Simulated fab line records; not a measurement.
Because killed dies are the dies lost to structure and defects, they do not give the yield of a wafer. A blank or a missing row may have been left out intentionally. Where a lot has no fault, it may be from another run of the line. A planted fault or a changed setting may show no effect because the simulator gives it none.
Comparing a struck lot with a sound one -- flow nand_harc -- 15 steps out of a route of 1302
Sound: wafers L196.1, L196.2, L196.5. Struck: wafers L202.1, L202.5, L202.6. Last of all comes the cause.
At each step with rows: each side's tool, then ch and its chambers, then its first start. Under that, the readings that differ: sound wafers -- struck wafers -- difference of the means -- sigmas: that difference in standard deviations of wafers without a fault.
alike: a reading whose means differ by less than 2 such deviations, as well as words and numbers matching on both sides. not compared: withheld readings; readings where some wafer has no value; bounds like >300 that might hide an equal value; numbers whose values overlap and for which the record gives no deviation.
Wherever a step has rows on one side only, a row that says differs or no value, or a row with sigmas, the two part there. Non-overlapping numbers with no deviation appear without sigmas and do not part them. A reading missing from all wafers of one side parts the sides only when that side holds two or more wafers.

NHARC_A_CHANNEL_HOLE_D2_ETCH_44: etches the open film in CF4/O2, target depth 140 nm, overetch 14 nm, time 77 s.
  sound on rie_diel-04 ch 0,2, day 15 00:07; struck on rie_diel-08 ch 1,2, day 17 16:14
  alike: chamber_pressure_mTorr, drypump_motor_current_A, oes_product_au, rf_vpp_V, showerhead_plenum_p_Torr, throttle_valve_pct
  not compared: rf_hours_counter_h
then, 3 steps without rows for these wafers: NHARC_A_CHANNEL_HOLE_D2_STRIP_28 (strips in O2); NHARC_A_CHANNEL_HOLE_D2_PRECLEAN_29 (cleans in SC1); NHARC_A_CHANNEL_HOLE_D2_SRD_30.
NHARC_A_CHANNEL_HOLE_D2_CD_MEAS_31:
  struck on cd_sem-01, day 17 17:01; sound on cd_sem-01, day 15 00:55
  alike: cd_nm
NHARC_A_CHANNEL_HOLE_D2_XSEM_32:
  sound on xsem-01 ch 0, day 15 01:00; struck on xsem-02 ch 0, day 17 17:07
  alike: bot_cd_nm, bow_nm, tilt_deg
NHARC_A_CHANNEL_HOLE_D2_INSPECT_40:
  struck on defect_inspect-01, day 17 17:13; sound on defect_inspect-01, day 15 01:06
  alike: raw_defect_count
then, 3 steps without rows for these wafers: NHARC_A_CHANNEL_FILL_D2_PRECLEAN_00 (cleans in SC1); NHARC_A_CHANNEL_FILL_D2_SRD_01; NHARC_A_CHANNEL_FILL_D2_ALD_02 (deposits SiO2, target thk 6 nm, pulse time 10 s, ald cycles 60).
NHARC_A_CHANNEL_FILL_D2_ALD_03: deposits SiNx, target thk 6 nm, pulse time 60 s, ald cycles 58.
  sound: ald_sin_batch-03 ch 0; struck: ald_sin_batch-02 ch 0
reading,sound,struck,difference,sigmas
susceptor_temp_C (C),630.27 629.84 630.73,629.43 629.51 629.96,-0.65,-3
  alike: ald_cycles, precursor_pulse_height_rel
NHARC_A_CHANNEL_FILL_D2_ALD_14: deposits SiO2, target thk 2.5 nm, pulse time 10 s, ald cycles 25.
  sound on ald_hk-01 ch 0,1, day 15 07:31; struck on ald_hk-03 ch 2,3, day 17 22:58
  alike: ald_cycles, heater_power_w, precursor_pulse_height_rel, susceptor_temp_C
NHARC_A_CHANNEL_FILL_D2_ALD_15: deposits SiNx, target thk 2 nm, pulse time 60 s, ald cycles 19.
  sound on ald_sin_batch-02 ch 0, day 15 10:37; struck on ald_sin_batch-02 ch 0, day 18 02:05
reading,sound,struck,difference,sigmas
ald_cycles,19 19 19,16 16 16,-3,
  alike: precursor_pulse_height_rel, susceptor_temp_C
NHARC_A_CHANNEL_FILL_D2_ALD_16: deposits SiO2, target thk 1.5 nm, pulse time 10 s, ald cycles 15.
  sound on ald_hk-03 ch 0,3, day 15 12:50; struck on ald_hk-03 ch 0,3, day 18 04:09
  alike: ald_cycles, heater_power_w, precursor_pulse_height_rel, susceptor_temp_C
-- record jumps: 11 days between struck wafers' starts before vs after; left off in module A_CHANNEL_FILL_D2, resumes in module END, first step shown is number 1302 of the route --
NHARC_END_SORT_01:
  sound on prober-02 ch 0, day 25 15:03; struck on prober-02 ch 0, day 28 18:23
  alike: killed_at_array, killed_at_other, killed_at_periphery, killed_dies, killed_open, killed_short

## WHERE THEY PART
Only at NHARC_A_CHANNEL_FILL_D2_ALD_03, within this record. Later steps at which nothing parts them and some readings are alike: NHARC_A_CHANNEL_FILL_D2_ALD_14, NHARC_A_CHANNEL_FILL_D2_ALD_15, NHARC_A_CHANNEL_FILL_D2_ALD_16, NHARC_END_SORT_01.

WHY: what had been put in by the simulator
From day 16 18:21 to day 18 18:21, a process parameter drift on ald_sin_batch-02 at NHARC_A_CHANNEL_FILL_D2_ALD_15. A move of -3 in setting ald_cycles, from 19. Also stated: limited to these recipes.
